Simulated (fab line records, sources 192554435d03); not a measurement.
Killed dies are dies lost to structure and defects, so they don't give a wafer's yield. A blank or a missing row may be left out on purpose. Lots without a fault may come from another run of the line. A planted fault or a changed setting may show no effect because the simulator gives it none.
Split-lot experiment | flow n5_finfet | 7 lots, 21 wafers read, on a route of 1938 steps

THE SPLIT
At N5_BEOL_M15_TRENCH_ETCH_34 (etches SiO2 in C4F8/O2/Ar, target depth 872.93 nm, time 199 s), the setting time_s was moved away from the recipe's 199 s on 8 of the 21 wafers read, by -20.3% to +19.9%. The other wafers ran this setting at the recipe's value.

FROM THE SPLIT TO THE READING: what the file shows between them, 4 steps
- N5_BEOL_M15_STRIP_36: strips in O2
- N5_BEOL_M15_ECD_47: material Cu, target thk 1860 nm
- N5_BEOL_M15_ANNEAL_48: time 90 s
- N5_BEOL_M15_CMP_49: polishes, stops on SiO2, t overpolish 4.9 s, target thk 850 nm

THE READING
M15_THK, in nm, at N5_BEOL_M15_THK_MEAS_50 (measures by xrf). Fault-free wafers of this fab line usually give 841 nm, standard deviation 26 nm.

wafer  | tool, chamber at the split | time_s as run, s | against the recipe | M15_THK, nm | against lot-mates on the recipe
L082.2 | rie_diel-03, 3             | 199              | recipe             | 835         | -
L082.4 | rie_diel-03, 1             | 199              | recipe             | 842         | -
L082.6 | rie_diel-03, 3             | 199              | recipe             | 833         | -
L078.3 | rie_diel-03, 1             | 199              | recipe             | 847         | -
L078.4 | rie_diel-03, 3             | 199              | recipe             | 839         | -
L078.5 | rie_diel-03, 3             | 199              | recipe             | 836         | -
L084.1 | rie_diel-03, 3             | 199              | recipe             | 831         | -
L084.2 | rie_diel-03, 0             | 158.6            | -20.3%             | 651         | -180
L084.4 | rie_diel-03, 2             | 158.6            | -20.3%             | 678         | -153
L086.1 | rie_diel-01, 3             | 213.4            | +7.2%              | 879         | +72
L086.5 | rie_diel-01, 3             | 199              | recipe             | 807         | -
L086.6 | rie_diel-01, 0             | 213.4            | +7.2%              | 902         | +95
L090.4 | rie_diel-02, 3             | 186.8            | -6.1%              | 782         | -91
L090.5 | rie_diel-02, 2             | 199              | recipe             | 927         | -
L090.6 | rie_diel-02, 1             | 199              | recipe             | 819         | -
L089.1 | rie_diel-01, 1             | 176.9            | -11.1%             | 737         | -102
L089.3 | rie_diel-01, 3             | 176.9            | -11.1%             | 722         | -117
L089.4 | rie_diel-01, 2             | 199              | recipe             | 839         | -
L093.1 | rie_diel-02, 2             | 199              | recipe             | 907         | -
L093.4 | rie_diel-02, 3             | 199              | recipe             | 836         | -
L093.6 | rie_diel-02, 1             | 238.6            | +19.9%             | 991         | +120

THE FIT
A straight line over all 21 wafers: M15_THK changes by +8.49 nm for each +1% of time_s; r = +0.94; the points scatter about the line by 29 nm.
The same after taking each lot's own level away (the mean of its wafers on the recipe; 21 wafers): +8.21 nm for each +1%; r = +0.94; scatter 27 nm.
On that fit, the largest move of time_s shifts the reading by 1.7e+02 nm.
The lots' own levels span 807.0 to 873.0 nm, that is 2.5 times the standard deviation above.
So the lot-to-lot level changes the slope little: the two slopes agree.
Check: with one of the wafers moved furthest among these (-20.3%) left out of the fit, the line predicts -167 nm for it against its lot-mates. It came out at -180 nm against them.

OTHER SPLITS ON THESE WAFERS
These wafers also went through other splits before the reading. Each is held against what the fit with the lots' levels taken away leaves over:
other split on the same wafers | wafers away from the commonest value | r with M15_THK (lot level and that fit taken away)
N5_BEOL_M11_EXPOSE_25 dose_mj  | 6                                    | -0.11
N5_BEOL_M12_COAT_04 spin_rpm   | 7                                    | +0.02
N5_BEOL_M12_EXPOSE_07 dose_mj  | 5                                    | +0.03
N5_BEOL_M13_COAT_04 spin_rpm   | 8                                    | -0.07
N5_BEOL_M14_COAT_04 spin_rpm   | 6                                    | -0.18

THE WHOLE CHAIN: every reading that the file lists as answering this split, in the file's order
step                       | what it does                                                   | reading                                                                          | change (the file's fit)              | r (the file's)
N5_BEOL_M15_TRENCH_ETCH_34 | etches SiO2 in C4F8/O2/Ar, target depth 872.93 nm, time 199 s  | etch.depth_nm (the simulator's own value, which no gauge read)                   | +7.94 nm for each +1% of the setting | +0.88
N5_BEOL_M15_TRENCH_ETCH_34 | etches SiO2 in C4F8/O2/Ar, target depth 872.93 nm, time 199 s  | coat_of_BEOL_M15_COAT_22.thk_nm (the simulator's own value, which no gauge read) | -2.03 nm for each +1% of the setting | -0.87
N5_BEOL_M15_CMP_49         | polishes, stops on SiO2, t overpolish 4.9 s, target thk 850 nm | Cu_of_BEOL_M15_ECD_47.thk_nm (the simulator's own value, which no gauge read)    | +7.98 nm for each +1% of the setting | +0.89
N5_BEOL_M15_THK_MEAS_50    | measures by xrf                                                | M15_THK                                                                          | +7.95 for each +1% of the setting    | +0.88

THE FILE'S OWN FIT
M15_THK changes by +7.95 nm for each +1% of time_s, r = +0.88.
